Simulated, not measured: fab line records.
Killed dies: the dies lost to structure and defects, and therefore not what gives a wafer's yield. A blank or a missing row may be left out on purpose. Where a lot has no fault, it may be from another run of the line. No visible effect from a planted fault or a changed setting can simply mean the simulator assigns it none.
fab line records	flow n5-finfet
[record] lots = 9	wafers = 27	last-day = 22
route steps=1938 shown HKMG_FIN@444 GATE_CUT@468 BEOL_M4@1111 PASSIVATION@1936
lots with no fault: from the same line, run without faults
start-h: hours from the record's opening day to when the first of the lot's shown wafers began	wait-h: how many hours have passed since the lot's step before this one	" unchanged from the row above	L1.1+2: several wafers, shown together as one row	- value missing, or start not given	* or withheld: withheld	< > ~ a bound
route shown NAME@n: a module of which the file shows steps, and the number in the route of the first	usual: mean/standard deviation taken from wafers without a fault	same: alike in all rows	chamber/n: place in a boat	sites: readings site by site	_std_site: how widely they spread, as a standard deviation	_edge_site: mean of outer sites minus mean of inner sites	radius-mm: how far each site lies from the wafer's centre	mask NAME#n: copy n	behind: the last tool/chamber to shape the wafer	hold: reason for holding the lot/hours on hold/outcome of the hold	device: the transistor (n, p or np) that didn't switch	end of line: tests of these same wafers at the route's end	step lacking rows: just its recipe	killed: not the wafer's yield, but the dies lost to structure and defects at the first sort	map: a wafer's dies, marking killed ones x, the rest . and places with no die _
set.NAME: the setting as run; set.NAME@STEP: as run at that earlier step	model.NAME: the simulator's own value behind a step, which no gauge read
one table for each step of the route and one row for each wafer, over a sample of lots
services: the hour from which a tool's chamber was out of use, counted from the record's first day as start-h (under 0 if before that day), plus the number of hours and why
[[steps]]
[step N5_HKMG_FIN_ETCH_86]
[recipe] chemistry = N2/H2	target = SOC	target-depth-a = 3932	stop-on = TiN	ion-energy-ev = 100	bias-w = 61	pressure-mtorr = 30	source-w = 850	n2-flow-sccm = 200	h2-flow-sccm = 200
[usual] drypump-motor-current-A = 5.8/0.45	oes-product-au = 0.76/0.095	rf-fwd-power-W = 844/3.1	rf-vpp-V = 240.9/1.6	showerhead-plenum-p-Torr = 2.56/0.1	throttle-valve-pct = 17.94/0.16
lot.wafer	tool	chamber	start-h	wait-h	drypump-motor-current-A	oes-product-au	rf-fwd-power-W	rf-hours-counter-h	rf-vpp-V	showerhead-plenum-p-Torr	throttle-valve-pct
L566.3	rie-diel-05	2	112.20	-	5.8	0.71	842	199	243.6	2.62	18.11
L566.4	"	0	"	"	6.3	0.68	845	250	241.7	2.62	18.27
L566.5	"	0	"	"	6.3	0.68	839	-	243.1	2.62	18.25
L569.2	rie-diel-05	2	135.88	-	5.8	0.70	846	210	241.4	2.62	18.13
L569.3	"	1	"	"	5.4	0.67	841	242	239.2	2.41	18.10
L569.4	"	2	"	"	5.8	0.70	842	-	240.8	2.62	18.12
L570.4	rie-diel-02	3	137.89	-	5.7	0.78	848	130	240.9	2.45	17.97
L570.5	"	2	"	"	5.7	0.81	848	-	242.3	2.69	17.96
L570.6	"	3	"	"	5.7	0.78	849	-	239.2	2.45	17.97
L572.3	rie-diel-05	1	150.40	-	5.4	0.67	852	247	238.6	2.41	18.11
L572.5	"	2	"	"	5.8	0.70	838	-	242.2	2.62	18.12
L572.6	"	1	"	"	5.4	0.67	849	-	238.5	2.41	18.12
L578.1	rie-diel-04	2	185.26	-	5.2	0.70	846	214	240.0	2.50	17.83
L578.2	"	1	"	"	5.6	0.89	848	44	239.5	2.48	17.93
L578.5	"	2	"	"	5.2	0.70	844	-	239.8	2.50	17.85
L579.1	rie-diel-04	2	189.06	-	5.1	0.69	851	216	239.7	2.50	17.83
L579.4	"	3	"	"	5.1	0.70	848	240	242.2	2.61	18.13
L579.5	"	3	"	"	5.1	0.69	850	-	241.9	2.61	18.12
L580.1	rie-diel-04	1	196.15	-	5.6	0.88	838	48	240.3	2.48	17.96
L580.5	"	3	"	"	5.1	0.68	843	-	242.1	2.60	18.13
L580.6	"	0	"	"	6.1	0.94	848	-	243.2	2.72	17.68
L582.3	rie-diel-05	1	210.39	-	5.4	0.92	849	12	243.1	2.73	17.71
L582.4	"	0	"	"	6.3	0.89	842	28	241.6	2.60	17.86
L582.6	"	1	"	"	5.4	0.92	849	-	242.9	2.73	17.72
L583.3	rie-diel-02	0	219.99	-	5.6	0.70	849	206	239.0	2.42	17.76
L583.4	"	3	"	"	5.6	0.75	844	159	238.7	2.43	18.02
L583.5	"	3	"	"	5.6	0.75	846	-	238.6	2.43	18.02
[step N5_HKMG_FIN_INSPECT_28]
[recipe] inspect-instrument = darkfield	mode = post-cmp
[usual] raw-defect-count = 34/15
lot.wafer	tool	chamber	start-h	wait-h	raw-defect-count
L566.3	defect-inspect-02	-	115.26	0.0	68
L566.4	"	-	"	"	35
L566.5	"	-	"	"	51
L569.2	defect-inspect-02	-	139.07	0.0	21
L569.3	"	-	"	"	17
L569.4	"	-	"	"	18
L570.4	defect-inspect-02	-	141.07	0.0	39
L570.5	"	-	"	"	19
L570.6	"	-	"	"	66
L572.3	defect-inspect-02	-	153.73	0.0	15
L572.5	"	-	"	"	24
L572.6	"	-	"	"	17
L578.1	defect-inspect-02	-	188.41	0.0	16
L578.2	"	-	"	"	52
L578.5	"	-	"	"	25
L579.1	defect-inspect-01	-	192.27	0.0	15
L579.4	"	-	"	"	34
L579.5	"	-	"	"	18
L580.1	defect-inspect-01	-	199.38	0.0	40
L580.5	"	-	"	"	30
L580.6	"	-	"	"	31
L582.3	defect-inspect-02	-	213.55	0.0	18
L582.4	"	-	"	"	24
L582.6	"	-	"	"	23
L583.3	defect-inspect-01	-	223.06	0.0	36
L583.4	"	-	"	"	28
L583.5	"	-	"	"	38
[step N5_GATE_CUT_VAPOR_ETCH_60]
[recipe] chemistry = BCl3/Cl2	target = HfO2	mode = isotropic
[usual] drypump-motor-current-A = 5.7/0.34	oes-product-au = 0.72/0.072
lot.wafer	tool	chamber	start-h	wait-h	drypump-motor-current-A	oes-product-au
L566.3	rie-metal-02	0	115.54	0.0	6.3	0.80
L566.4	"	1	"	"	5.7	0.63
L566.5	"	0	"	"	6.2	0.79
L569.2	rie-metal-03	1	139.35	0.0	5.4	0.82
L569.3	"	0	"	"	5.3	0.69
L569.4	"	1	"	"	5.4	0.81
L570.4	rie-metal-01	1	141.35	0.0	5.9	0.66
L570.5	"	1	"	"	5.9	0.66
L570.6	"	0	"	"	5.6	0.67
L572.3	rie-metal-02	0	154.02	0.0	6.3	0.79
L572.5	"	1	"	"	5.7	0.63
L572.6	"	0	"	"	6.3	0.80
L578.1	rie-metal-02	1	188.77	0.0	5.7	0.62
L578.2	"	0	"	"	6.2	0.79
L578.5	"	1	"	"	5.7	0.62
L579.1	rie-metal-03	1	192.54	0.0	5.5	0.80
L579.4	"	1	"	"	5.5	0.80
L579.5	"	1	"	"	5.4	0.81
L580.1	rie-metal-01	1	199.66	0.0	5.9	0.66
L580.5	"	0	"	"	5.5	0.66
L580.6	"	1	"	"	5.9	0.66
L582.3	rie-metal-02	0	214.08	0.1	6.2	0.77
L582.4	"	0	"	"	6.2	0.77
L582.6	"	0	"	"	6.2	0.78
L583.3	rie-metal-02	0	223.59	0.1	6.2	0.77
L583.4	"	0	"	"	6.2	0.78
L583.5	"	0	"	"	6.3	0.78
[step N5_GATE_CUT_SAC_CAP_01]
[recipe] material = SiNx	target-thk-a = 240	temp-c = 400	ald-precursor-family = SiH2I2	ald-co-reactant = N2/H2-plasma	pulse-time-s = 1	ald-cycles = 480	purge-time-s = 2	co-reactant-purge-time-s = 2	pressure-torr = 2
[usual] ald-cycles = 480/0	chamber-pressure-Torr = 1.999/0.0043	heater-power-w = 844/94	precursor-pulse-height-rel = 1.001/0.02
lot.wafer	tool	chamber	start-h	wait-h	ald-cycles	chamber-pressure-Torr	heater-power-w	precursor-pulse-height-rel
L566.3	ald-sin-03	0	116.02	0.0	480	1.994	804	1.003
L566.4	"	0	117.10	1.1	480	2.000	790	0.982
L566.5	"	1	"	"	480	1.998	729	0.990
L569.2	ald-sin-03	2	139.73	0.0	480	2.004	1102	0.982
L569.3	"	0	"	"	480	2.002	795	0.988
L569.4	"	3	"	"	480	1.999	825	1.028
L570.4	ald-sin-01	1	142.80	1.1	480	1.988	865	0.995
L570.5	"	2	"	"	480	2.000	965	1.034
L570.6	"	0	"	"	480	2.003	698	0.996
L572.3	ald-sin-04	3	154.37	0.0	480	2.005	1000	1.011
L572.5	"	3	155.46	1.1	480	2.009	979	1.039
L572.6	"	0	"	"	480	2.001	904	0.972
L578.1	ald-sin-04	2	189.17	0.0	-	-	-	-
L578.2	"	0	"	"	-	-	-	-
L578.5	"	0	190.26	1.1	-	-	-	-
L579.1	ald-sin-04	3	193.01	0.0	-	-	-	-
L579.4	"	2	"	"	-	-	-	-
L579.5	"	0	194.10	1.1	-	-	-	-
L580.1	ald-sin-03	3	200.03	0.0	-	-	-	-
L580.5	"	0	201.11	1.1	-	-	-	-
L580.6	"	1	"	"	-	-	-	-
L582.3	ald-sin-03	0	214.57	0.0	480	2.001	793	1.021
L582.4	"	2	"	"	480	1.995	1084	1.014
L582.6	"	1	215.65	1.1	480	1.999	754	1.001
L583.3	ald-sin-04	0	224.00	0.0	480	2.009	863	0.997
L583.4	"	1	"	"	480	2.006	819	1.000
L583.5	"	2	225.09	1.1	480	1.996	766	0.991
[step N5_GATE_CUT_ETCH_19]
[recipe] chemistry = CH3F/O2	target = SiNx	mask-material = SiO2	target-depth-a = 537	time-s = 76.7	pressure-mtorr = 30	source-w = 395	bias-w = 73	Ar_flow_sccm = 150	CH3F_flow_sccm = 30	O2_flow_sccm = 20	ion-energy-ev = 120	ends = cleared
[usual] drypump-motor-current-A = 5.9/0.38	etch-rf-on-time-s = 76.9/0.9	mfc-ar-sccm = 150.0/0.46	oes-product-au = 0.69/0.077	rf-fwd-power-W = 390.5/1.6	rf-vpp-V = 296/3.6	showerhead-plenum-p-Torr = 1.99/0.063	throttle-valve-pct = 16.34/0.17
lot.wafer	tool	chamber	start-h	wait-h	drypump-motor-current-A	etch-rf-on-time-s	mfc-ar-sccm	oes-product-au	rf-fwd-power-W	rf-hours-counter-h	rf-vpp-V	showerhead-plenum-p-Torr	throttle-valve-pct
L566.3	rie-diel-06	3	119.37	0.0	5.8	78.9	149.8	0.60	388.2	213	293	1.90	16.24
L566.4	"	1	"	"	6.3	78.0	150.0	0.57	390.5	249	292	1.97	16.77
L566.5	"	1	"	"	6.2	78.2	149.6	0.56	390.7	-	291	1.97	16.77
L569.2	rie-diel-06	3	143.07	0.0	5.8	78.7	150.7	0.59	389.2	222	295	1.89	16.27
L569.3	"	2	"	"	5.5	77.5	150.4	0.68	387.5	96	297	2.03	16.27
L569.4	"	0	"	"	6.5	78.3	148.9	0.66	388.8	133	299	2.09	16.28
L570.4	rie-diel-06	2	145.34	0.0	5.5	76.4	150.7	0.69	389.1	97	295	2.03	16.27
L570.5	"	3	"	"	5.8	77.3	149.7	0.60	389.9	-	292	1.89	16.25
L570.6	"	0	"	"	6.5	77.5	150.0	0.67	389.5	-	299	2.09	16.29
L572.3	rie-diel-03	1	157.84	0.0	5.2	77.5	149.8	0.60	391.1	214	300	2.06	16.22
L572.5	"	0	"	"	6.0	77.6	149.9	0.76	391.1	-	301	1.96	16.41
L572.6	"	1	"	"	5.2	77.5	149.7	0.60	389.2	-	302	2.06	16.22
L578.1	rie-diel-06	3	192.76	0.0	5.8	6.0	149.8	0.25	385.4	236	293	1.89	16.22
L578.2	"	2	"	"	5.5	6.0	150.3	0.30	385.6	110	296	2.02	16.26
L578.5	"	2	"	"	5.5	6.0	149.7	0.30	384.3	-	295	2.02	16.24
L579.1	rie-diel-01	3	196.68	0.0	6.0	6.0	149.6	0.33	384.3	34	292	2.04	16.08
L579.4	"	1	"	"	5.6	6.0	149.6	0.27	386.7	242	292	1.89	16.62
L579.5	"	1	"	"	5.6	6.0	149.1	0.27	385.5	-	294	1.89	16.63
L580.1	rie-diel-01	1	203.60	0.0	5.6	6.0	150.5	0.27	384.3	245	294	1.89	16.64
L580.5	"	3	"	"	6.1	6.0	149.4	0.33	386.4	-	293	2.03	16.09
L580.6	"	0	"	"	5.4	6.0	151.2	0.33	386.4	-	294	1.97	16.23
L582.3	rie-diel-03	0	218.03	0.0	6.0	76.3	150.3	0.73	391.6	50	300	1.96	16.45
L582.4	"	3	"	"	6.2	77.7	150.3	0.68	389.3	106	294	1.93	16.18
L582.6	"	0	"	"	6.0	76.6	150.1	0.73	392.5	-	300	1.96	16.45
L583.3	rie-diel-06	2	227.39	0.0	5.5	76.6	150.0	0.67	389.2	121	296	2.02	16.32
L583.4	"	1	"	"	6.3	76.0	149.6	0.78	390.7	27	291	1.96	16.35
L583.5	"	3	"	"	5.8	77.7	149.7	0.58	389.4	-	293	1.89	16.30
[step N5_BEOL_M4_RC_MEAS_101]
[usual] DIBL_N = 36.3/1.1	DIBL_P = 36.3/1.4	IOFF_N = 0.155/0.019	IOFF_P = 0.211/0.027	ION_N = 672/8.5	ION_P = 462/5.8	SS_N = 71.5/0.56	SS_P = 73.3/0.52	VT_N = 249.9/2.5	VT_P = -249.8/2.8
lot.wafer	tool	chamber	start-h	wait-h	DIBL_N[mV/V]	DIBL_P[mV/V]	IOFF_N[nA/um]	IOFF_P[nA/um]	ION_N[uA/um]	ION_P[uA/um]	SS_N[mV/dec]	SS_P[mV/dec]	VT_N[mV]	VT_P[mV]
L566.3	prober-01	0	257.20	0.3	38.0	36.8	0.165	0.207	667	454	71.7	73.4	248.1	-253.2
L566.4	"	0	"	"	37.0	36.1	0.151	0.196	676	456	70.8	72.4	249.1	-252.9
L566.5	"	0	"	"	37.8	36.5	0.166	0.200	680	455	71.3	73.5	249.3	-253.1
L569.2	prober-02	0	311.20	0.2	35.9	36.0	0.138	0.162	662	451	71.5	73.4	250.9	-255.3
L569.3	"	0	"	"	35.7	35.8	0.138	0.165	671	455	71.1	72.9	253.8	-253.9
L569.4	"	0	"	"	35.2	35.6	0.128	0.158	668	456	70.8	72.3	255.3	-256.4
L570.4	prober-02	0	322.57	0.5	36.8	35.7	0.137	0.201	677	467	70.4	72.5	250.5	-250.7
L570.5	"	0	"	"	37.9	37.1	0.163	0.222	675	468	71.6	73.2	249.0	-246.1
L570.6	"	0	"	"	37.7	37.4	0.156	0.216	672	461	71.7	74.0	248.3	-251.8
L572.3	prober-01	0	335.78	0.3	34.7	33.6	0.137	0.184	666	458	70.4	72.8	250.3	-251.3
L572.5	"	0	"	"	36.8	35.7	0.175	0.211	667	453	71.2	73.8	248.7	-250.6
L572.6	"	0	"	"	35.3	34.6	0.146	0.197	665	458	70.7	73.1	248.0	-250.7
L583.3	prober-02	0	364.69	0.3	37.2	36.6	0.171	0.241	678	467	72.2	73.7	251.6	-246.2
L583.4	"	0	"	"	38.7	36.8	0.196	0.250	671	461	72.8	73.2	246.3	-246.9
L583.5	"	0	"	"	37.2	35.6	0.161	0.223	674	464	71.9	73.3	247.5	-249.5
L582.3	prober-01	0	401.12	0.3	35.6	35.2	0.158	0.210	682	464	72.1	73.3	248.2	-248.4
L582.4	"	0	"	"	36.3	34.7	0.159	0.200	666	459	72.0	73.4	249.2	-250.9
L582.6	"	0	"	"	36.0	35.2	0.158	0.205	675	458	71.3	73.0	249.8	-249.2
[step N5_PASSIVATION_PROBE_49]
[usual] defect-limited-yield = 91.4/1.2	killed_at_M0_to_M3 = 34/10	killed_at_M4_up = 14/5.1	killed-at-contacts = 12/6.4	killed-at-front-end = 38/9.3	killed-at-other = 4/3	killed-dies = 102/15	killed-on-rim = 13/3.6	killed-open = 67/12	killed-short = 33/6.9	sort_bin_5_function = 5.0/0.86	sort_bin_6_memory = 3.2/0.58	sort-n-pass = 1078/15	sort-yield-pct = 91.4/1.2
[same] gross-dies = 1180	killed-at-back-side = 0	sort_bin_4_leakage[%] = 0	sort_bin_8_speed[%] = 0
lot.wafer	tool	chamber	start-h	wait-h	defect-limited-yield[%]	killed_at_M0_to_M3	killed_at_M4_up	killed-at-contacts	killed-at-front-end	killed-at-other	killed-dies	killed-on-rim	killed-open	killed-short	sort_bin_5_function[%]	sort_bin_6_memory[%]	sort-n-pass	sort-yield-pct[%]
L570.4	prober-02	-	422.04	0.3	92.9	23	16	4	36	5	84	9	51	30	4.7	2.4	1096	92.9
L570.5	prober-02	-	422.09	0.4	91.2	52	11	6	30	5	104	12	64	36	4.7	3.7	1076	91.2
L570.6	prober-02	-	422.14	0.4	90.9	31	16	14	46	0	107	12	71	33	5.5	3.3	1073	90.9
L569.2	prober-02	-	422.24	0.4	92.9	39	13	6	20	6	84	14	58	25	4.2	3.0	1096	92.9
L569.3	prober-02	-	422.29	0.5	93.1	22	24	8	21	6	81	7	49	29	4.3	2.3	1099	93.1
L569.4	prober-02	-	422.34	0.5	92.7	28	16	11	28	3	86	8	55	28	4.9	2.4	1094	92.7
L578.1	prober-01	-	498.48	0.0	0	7	3	1	1168	1	1180	152	11	5	73.1	3.0	0	0
L578.2	prober-01	-	498.53	0.1	0	9	3	1	1166	1	1180	152	13	9	75.4	3.2	0	0
L578.5	prober-01	-	498.68	0.2	0	6	2	0	1172	0	1180	152	15	3	72.8	3.1	0	0
L580.1	prober-01	-	508.95	0.0	0	3	0	1	1175	1	1180	152	11	4	75.7	2.8	0	0
L580.5	prober-01	-	509.15	0.2	0	3	0	0	1177	0	1180	152	8	5	75.2	3.4	0	0
L580.6	prober-01	-	509.20	0.3	0	3	1	3	1173	0	1180	152	11	6	74.7	2.8	0	0
L579.1	prober-01	-	522.26	0.0	0	6	4	7	1162	1	1180	152	16	7	70.2	3.6	0	0
L579.4	prober-01	-	522.41	0.2	0	10	3	3	1164	0	1180	152	13	6	73.4	3.3	0	0
L579.5	prober-01	-	522.46	0.2	0	9	0	7	1164	0	1180	152	19	2	73.6	3.2	0	0
// killed by level:class
L570.4 FIN_SAQP:geometric-particle:short=7 BEOL_M4:geometric-particle:open=6 STI_FIN_REVEAL:geometric-particle:open=5 BEOL_M3:geometric-particle:open=5 GATE_CUT:geometric-particle:short=5 BEOL_M3:geometric-particle:short=5 STARTING-WAFER:geometric-particle:open=5 FIN_SAQP:geometric-particle:open=4
L570.5 BEOL_M0_SAQP:geometric-particle:open=11 BEOL_M0_SAQP:geometric-particle:short=11 BEOL_M0:geometric-particle:open=8 FIN_SAQP:geometric-particle:short=6 BEOL_M2:geometric-particle:open=6 MOL_CONTACT_COAG:geometric-particle:open=5 BEOL_M1:geometric-particle:open=5 BEOL_M3:geometric-particle:open=5
L570.6 FIN_SAQP:geometric-particle:open=14 BEOL_M1:geometric-particle:open=10 MOL_CONTACT_COAG:geometric-particle:open=8 FIN_SAQP:geometric-particle:short=6 MOL_CONTACT_COAG:geometric-particle:short=6 BEOL_M3:geometric-particle:open=6 STI_FIN_REVEAL:geometric-particle:open=5 BEOL_M4:geometric-particle:open=5
L569.2 BEOL_M2:geometric-particle:open=11 BEOL_M0_SAQP:geometric-particle:short=8 BEOL_M0_SAQP:geometric-particle:open=7 MOL_CONTACT_COAG:geometric-particle:open=5 BEOL_M1:geometric-particle:open=5 BEOL_M3:geometric-particle:open=4 BEOL_M4:geometric-particle:open=4 FIN_SAQP:geometric-particle:open=3
L569.3 MOL_CONTACT_COAG:geometric-particle:open=7 BEOL_M0_SAQP:geometric-particle:short=7 BEOL_M0_SAQP:geometric-particle:open=6 BEOL_M4:geometric-particle:open=6 BEOL_M5:geometric-particle:open=6 BEOL_M3:geometric-particle:open=5 FIN_SAQP:geometric-particle:open=4 DUMMY_GATE:geometric-particle:open=3
L569.4 MOL_CONTACT_COAG:geometric-particle:open=10 FIN_SAQP:geometric-particle:short=8 BEOL_M0_SAQP:geometric-particle:open=8 FIN_SAQP:geometric-particle:open=5 BEOL_M0_SAQP:geometric-particle:short=5 BEOL_M3:geometric-particle:open=5 BEOL_M4:geometric-particle:open=4 STI_FIN_REVEAL:geometric-particle:open=3
L578.1 GATE_CUT:lost-pattern=1162 BEOL_M3:geometric-particle:short=2 BEOL_M3:geometric-particle:open=2 GATE_CUT:area-cap=2 FIN_SAQP:geometric-particle:open=1 STI_FIN_REVEAL:geometric-particle:open=1 DUMMY_GATE:geometric-particle:open=1 MOL_CONTACT_COAG:geometric-particle:open=1
L578.2 GATE_CUT:lost-pattern=1150 GATE_CUT:area-cap=5 STI_FIN_REVEAL:geometric-particle:open=4 BEOL_M2:geometric-particle:open=4 FIN_SAQP:geometric-particle:short=2 BEOL_M0_SAQP:geometric-particle:short=2 GATE_CUT:area-etch=2 FIN_SAQP:geometric-particle:open=1
L578.5 GATE_CUT:lost-pattern=1157 STI_FIN_REVEAL:geometric-particle:open=4 BEOL_M3:geometric-particle:open=3 GATE_CUT:area-cap=3 FIN_SAQP:geometric-particle:short=2 GATE_CUT:area-etch=2 FIN_SAQP:geometric-particle:open=1 ILD0:geometric-particle:open=1
L580.1 GATE_CUT:lost-pattern=1162 STI_FIN_REVEAL:geometric-particle:open=5 GATE_CUT:area-cap=3 FIN_SAQP:geometric-particle:open=2 BEOL_M1:geometric-particle:open=2 STI_FIN_REVEAL:geometric-particle:short=1 SPACER0:geometric-particle:open=1 GATE_CUT:geometric-particle:short=1
L580.5 GATE_CUT:lost-pattern=1161 FIN_SAQP:geometric-particle:open=5 GATE_CUT:area-cap=5 FIN_SAQP:geometric-particle:short=4 BEOL_M2:geometric-particle:open=2 STI_FIN_REVEAL:geometric-particle:open=1 BEOL_M3:geometric-particle:short=1 SD_EPI_N:coat-microbubble-printed=1
L580.6 GATE_CUT:lost-pattern=1159 STI_FIN_REVEAL:geometric-particle:open=4 MOL_CONTACT_COAG:geometric-particle:open=3 STARTING-WAFER:geometric-particle:open=2 GATE_CUT:area-cap=2 FIN_SAQP:geometric-particle:short=1 STI_FIN_REVEAL:geometric-particle:short=1 ILD0:geometric-particle:short=1
L579.1 GATE_CUT:lost-pattern=1150 MOL_CONTACT_COAG:geometric-particle:open=6 GATE_CUT:area-cap=6 STI_FIN_REVEAL:geometric-particle:open=2 BEOL_M3:geometric-particle:open=2 BEOL_M4:geometric-particle:short=2 BEOL_M5:geometric-particle:open=1 DUMMY_GATE:geometric-particle:open=1
L579.4 GATE_CUT:lost-pattern=1155 MOL_CONTACT_COAG:geometric-particle:open=3 BEOL_M2:geometric-particle:open=3 GATE_CUT:area-cap=3 BEOL_M0:geometric-particle:open=2 BEOL_M3:geometric-particle:open=2 FIN_SAQP:geometric-particle:open=1 FIN_CUT:geometric-particle:short=1
L579.5 GATE_CUT:lost-pattern=1156 MOL_CONTACT_COAG:geometric-particle:open=7 BEOL_M2:geometric-particle:open=4 FIN_SAQP:geometric-particle:open=3 BEOL_M0:geometric-particle:open=2 BEOL_M3:geometric-particle:open=2 GATE_CUT:area-cap=2 DUMMY_GATE:geometric-particle:open=1
[[services]]
tool	chamber	start-h	hours	kind
ald-sin-04	3	91.66	9.1	repair
rie-metal-01	-	91.69	2.8	pm
ald-sin-01	-	95.28	1.1	repair
rie-metal-03	-	104.76	1.4	pm
rie-diel-03	3	106.94	1.8	repair
ald-sin-03	2	112.53	13.7	repair
ald-sin-03	0	118.27	20.1	repair
rie-diel-06	1	123.02	-	clean
rie-diel-03	0	125.34	6.0	repair
rie-diel-05	1	126.71	2.8	repair
ald-sin-01	3	140.26	2.1	repair
rie-diel-05	2	144.20	3.8	repair
rie-metal-03	1	145.96	11.0	repair
rie-diel-01	2	154.65	6.9	repair
ald-sin-04	1	168.36	12.8	repair
rie-diel-05	-	172.97	2.8	pm
rie-metal-02	-	181.79	0.6	repair
rie-diel-01	0	189.86	5.1	repair
ald-sin-01	0	199.07	7.3	repair
rie-diel-01	2	208.89	1.8	repair
rie-metal-02	0	219.53	1.3	repair
ald-sin-04	-	220.95	0.9	repair
rie-diel-01	-	225.35	2.8	pm
ald-sin-01	1	227.25	4.3	repair
[[key]]
[first-sign] step = N5_GATE_CUT_SAC_CAP_01	reading = tool-record	direction = missing
[effect] step = N5_GATE_CUT_ETCH_19	reading = etch-rf-on-time-s	direction = down	sigmas = 79	usual = *	struck = *
[effect] step = N5_PASSIVATION_PROBE_49	reading = killed-at-front-end	direction = up	sigmas = 99+	usual = 38	struck = 1169
met-at N5_GATE_CUT_SAC_CAP_01
struck-lots L578,L579,L580
later-rows-left-out L578.1,L578.2,L578.5,L579.1,L579.4,L579.5,L580.1,L580.5,L580.6
not-acting-at N5_HKMG_FIN_ETCH_86,N5_HKMG_FIN_INSPECT_28,N5_GATE_CUT_VAPOR_ETCH_60
onset-between 154.37 189.17
[fault] kind = skipped-step-whole	tool = ald-sin-03,ald-sin-04	chamber = -	onset-h = 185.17	steps = N5_GATE_CUT_SAC_CAP_01	scope = struck-lots-only
// later-rows-left-out: the simulator's readings of these wafers behind a module that went badly wrong aren't trusted and aren't shown, but for the sort
